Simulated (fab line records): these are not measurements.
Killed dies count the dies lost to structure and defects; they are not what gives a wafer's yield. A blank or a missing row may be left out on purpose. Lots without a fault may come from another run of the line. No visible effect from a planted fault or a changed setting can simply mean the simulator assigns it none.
Matching of chambers | flow n5 finfet | 3 sister chambers for N5_BEOL_M11_DEP_56 on pecvd-01
The step deposits SiCN from 3MS/NH3, target thk 30 nm, time 10.5 s. 3 wafers are shown with their chamber, then 10 later ones without.

## WAFERS WITH THEIR CHAMBER
wafer  | chamber | throttle valve pct (%)
L088.5 | 1       | 16.9
L090.2 | 0       | 18.8
L090.3 | 2       | 16.1

## WAFERS WITH NO CHAMBER GIVEN
wafer  | throttle valve pct (%)
L090.4 | 18.5
L091.1 | 18.3
L091.2 | 16.1
L091.4 | 18.7
L094.1 | 18.3
L094.3 | 17.1
L094.4 | 16.9
L096.2 | 18.6
L096.3 | 17.0
L096.4 | 18.6

## WHICH CHAMBER EACH ONE RAN IN
wafer  | from the rows above | in truth
L090.4 | 0                   | 0
L091.1 | 0                   | 0
L091.2 | 2                   | 2
L091.4 | 0                   | 0
L094.1 | 0                   | 0
L094.3 | 1                   | 1
L094.4 | 1                   | 1
L096.2 | 0                   | 0
L096.3 | 1                   | 1
L096.4 | 0                   | 0
Placed correctly: 10 of 10. Left unplaced by these rows: 0. 0 placed wrongly.
How it was worked out, from the rows above alone: a wafer's distance from a chamber is the root of the sum, over the readings, of the square of ((its reading less the chamber's mean) divided by the reading's scatter). If the next closest chamber is less than 2 further off than the closest, the wafer can't be placed; otherwise it belongs to the closest. For every chamber, the mean is computed from those of its wafers that are shown. The scatter (one wafer shown for each chamber): square how far every hidden wafer sits from the nearest shown wafer, average those squares and take the square root.
